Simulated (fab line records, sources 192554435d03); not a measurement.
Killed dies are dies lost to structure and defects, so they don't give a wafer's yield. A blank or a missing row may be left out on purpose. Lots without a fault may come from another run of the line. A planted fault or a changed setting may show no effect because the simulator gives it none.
Which tool did it? | flow n5_finfet | 12 lots, 36 wafers sampled, at 4 steps of a route of 1938

WHAT THE GAUGES READ, wafer by wafer
N5_SD_EPI_N_OVL_MEAS_10. Usual: SD_N_BLK_OVL -0.6 nm, standard deviation 0.91.
lot  | measured    | on         | SD_N_BLK_OVL (nm) | flag
L790 | day 3 18:44 | overlay-01 | 0.2 0.6 0.2       |
L791 | day 4 00:27 | overlay-01 | -1.1 -0.4 -1.1    |
L792 | day 4 07:59 | overlay-02 | 0.1 -1.6 -1.1     |
L793 | day 4 14:42 | overlay-02 | -1.6 -2.1 -0.2    |
L794 | day 4 20:00 | overlay-02 | -0.6 -0.7 -1.1    |
L796 | day 5 06:54 | overlay-02 | -2.0 -2.8 -2.0    |
L797 | day 5 15:07 | overlay-01 | 0.0 0.5 0.2       |
L800 | day 6 08:06 | overlay-02 | -1.3 -1.8 -1.3    |
L801 | day 6 13:27 | overlay-01 | -0.8 -0.5 0.4     |
L803 | day 7 00:26 | overlay-01 | -0.6 -1.5 -0.4    |
L805 | day 7 11:47 | overlay-01 | 0.8 0.8 0.3       |
L806 | day 7 18:43 | overlay-02 | -0.9 -0.5 -0.4    |

N5_SD_EPI_P_OVL_MEAS_10. Usual: SD_P_BLK_OVL 0.1 nm, standard deviation 0.72.
lot  | measured    | on         | SD_P_BLK_OVL (nm) | flag
L790 | day 3 23:10 | overlay-01 | 1.0 1.0 0.7       |
L791 | day 4 05:32 | overlay-02 | 0.0 0.1 0.0       |
L792 | day 4 12:32 | overlay-02 | 0.0 0.2 0.2       |
L793 | day 4 19:17 | overlay-01 | -0.6 -0.3 -0.9    |
L794 | day 5 00:43 | overlay-02 | 1.0 1.9 0.7       |
L796 | day 5 11:20 | overlay-01 | 0.4 0.0 0.2       |
L797 | day 5 19:29 | overlay-02 | -0.3 -0.1 -0.9    |
L800 | day 6 12:27 | overlay-02 | 1.3 0.0 0.4       |
L801 | day 6 17:56 | overlay-01 | -0.7 -0.4 -0.7    |
L803 | day 7 05:31 | overlay-01 | 0.7 -0.2 0.0      |
L805 | day 7 16:13 | overlay-01 | -0.6 0.0 0.0      |
L806 | day 7 23:31 | overlay-01 | 0.2 1.2 1.5       |

WHICH TOOL RAN EACH LOT (tool, then ch and the chambers of the sampled wafers, then the start)
lot  | N5_SD_EPI_N_ETCH_35               | N5_SD_EPI_P_COAT_34
L790 | rie_diel-02 ch 2,3, day 3 18:53   | litho_track-05 ch 0, day 3 22:46
L791 | rie_diel-02 ch 0,1,2, day 4 01:15 | litho_track-03 ch 0, day 4 05:09
L792 | rie_diel-01 ch 2,3, day 4 08:14   | litho_track-03 ch 0, day 4 12:08
L793 | rie_diel-02 ch 0,1,2, day 4 14:51 | litho_track-03 ch 0, day 4 18:53
L794 | rie_diel-01 ch 0,1, day 4 20:08   | litho_track-03 ch 0, day 5 00:19
L796 | rie_diel-04 ch 0,2, day 5 07:03   | litho_track-03 ch 0, day 5 10:56
L797 | rie_diel-01 ch 0,1,3, day 5 15:16 | litho_track-03 ch 0, day 5 19:13
L800 | rie_diel-04 ch 0,3, day 6 08:14   | litho_track-05 ch 0, day 6 12:11
L801 | rie_diel-04 ch 0,1,3, day 6 13:41 | litho_track-04 ch 0, day 6 17:40
L803 | rie_diel-01 ch 1,3, day 7 00:36   | litho_track-04 ch 0, day 7 05:14
L805 | rie_diel-01 ch 1,2,3, day 7 11:56 | litho_track-04 ch 0, day 7 15:50
L806 | rie_diel-01 ch 0,2, day 7 19:06   | litho_track-04 ch 0, day 7 23:07
- N5_SD_EPI_N_ETCH_35: etches SOC in N2/H2, overetch 108 nm, time 486 s.
- N5_SD_EPI_P_COAT_34: time 60 s, resist thk 350 nm.

WHAT THE TOOLS THEMSELVES READ (means of the sampled wafers that have a number; where no wafer has one, the mark that the record gives instead)
N5_SD_EPI_N_ETCH_35. Usual: drypump_motor_current_A 5.5 A, standard deviation 0.45; oes_product_au 0.72 a.u., standard deviation 0.083; rf_fwd_power_W 2995 W, standard deviation 8.6; rf_vpp_V 240.8 V, standard deviation 1.3; showerhead_plenum_p_Torr 2.55 Torr, standard deviation 0.085; throttle_valve_pct 23.9 %, standard deviation 0.32.
lot  | tool        | drypump_motor_current_A (A) | oes_product_au (a.u.) | rf_fwd_power_W (W) | rf_vpp_V (V) | showerhead_plenum_p_Torr (Torr) | throttle_valve_pct (%) | flag
L790 | rie_diel-02 | 5.0                         | 0.68                  | 2988               | 240.4        | 2.48                            | 24.0                   |
L791 | rie_diel-02 | 5.3                         | 0.66                  | 2989               | 239.8        | 2.49                            | 23.8                   |
L792 | rie_diel-01 | 6.0                         | 0.71                  | 3003               | 241.5        | 2.59                            | 24.0                   |
L793 | rie_diel-02 | 5.3                         | 0.66                  | 2993               | 239.2        | 2.49                            | 23.8                   |
L794 | rie_diel-01 | 6.0                         | 0.69                  | 2988               | 241.1        | 2.51                            | 23.9                   |
L796 | rie_diel-04 | 5.6                         | 0.71                  | 2986               | 240.7        | 2.61                            | 24.4                   |
L797 | rie_diel-01 | 6.1                         | 0.69                  | 3006               | 241.6        | 2.58                            | 24.1                   |
L800 | rie_diel-04 | 5.4                         | 0.77                  | 2995               | 240.8        | 2.58                            | 23.9                   |
L801 | rie_diel-04 | 5.2                         | 0.73                  | 3000               | 240.7        | 2.55                            | 23.9                   |
L803 | rie_diel-01 | 6.2                         | 0.73                  | 3003               | 241.2        | 2.60                            | 24.3                   |
L805 | rie_diel-01 | 6.0                         | 0.75                  | 2999               | 242.4        | 2.61                            | 23.9                   |
L806 | rie_diel-01 | 5.8                         | 0.87                  | 2987               | 241.2        | 2.63                            | 23.4                   |

N5_SD_EPI_P_COAT_34. Usual: heater_power_total_W 500.6 W, standard deviation 1.7; spin_speed_rpm 1500.1 rpm, standard deviation 1.
lot  | tool           | heater_power_total_W (W) | spin_speed_rpm (rpm) | flag
L790 | litho_track-05 | 501.8                    | 1500.6               |
L791 | litho_track-03 | 499.5                    | 1500.2               |
L792 | litho_track-03 | 499.6                    | 1500.6               |
L793 | litho_track-03 | 500.4                    | 1340.6               | OFF
L794 | litho_track-03 | 498.9                    | 1340.8               | OFF
L796 | litho_track-03 | 499.7                    | 1340.5               | OFF
L797 | litho_track-03 | 499.3                    | 1340.2               | OFF
L800 | litho_track-05 | 501.7                    | 1500.3               |
L801 | litho_track-04 | 500.1                    | 1503.0               |
L803 | litho_track-04 | 499.5                    | 1498.7               |
L805 | litho_track-04 | 499.3                    | 1501.3               |
L806 | litho_track-04 | 498.8                    | 1500.0               |

THE ANSWER, worked out from the rows above alone
Rule: a lot is off if the mean of its wafers that have a number lies more than 3 standard deviations from the usual mean. A lot without any number at a reading at which 4 lots or more have one is off too. The other lots that the step has rows for count as sound. The gauges are gone through in route order, then the tools' own readings, and for those a lot's mean is taken as printed above. The first step at which some lot is off is used, and at that step the reading that is off furthest; a lot without a number counts as furthest.
Off: L793, L794, L796, L797, at N5_SD_EPI_P_COAT_34 (spin_speed_rpm).
A tool fits if, at that step or a process step before it, it ran every lot that is off, and no sound lot after the first of them. One fits: litho_track-03 at N5_SD_EPI_P_COAT_34. Its last sound lot is L792 (day 4 12:08), its first lot that is off L793 (day 4 18:53): a fault that began between those two fits.
The tool's own readings at N5_SD_EPI_P_COAT_34 bear it out: on the lots that are off they differ by more than 5 times the standard deviation of the sound lots' means. spin_speed_rpm reads 1340.5 rpm there against 1500.6 rpm on the sound lots.

WHAT THE SIMULATOR HAD PUT IN
Process parameter drift: litho_track-03, from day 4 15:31 on, at N5_SD_EPI_P_COAT_34. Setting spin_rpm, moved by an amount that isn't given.
Lots struck among those shown: L793, L794, L796, L797. The rule above found the same.
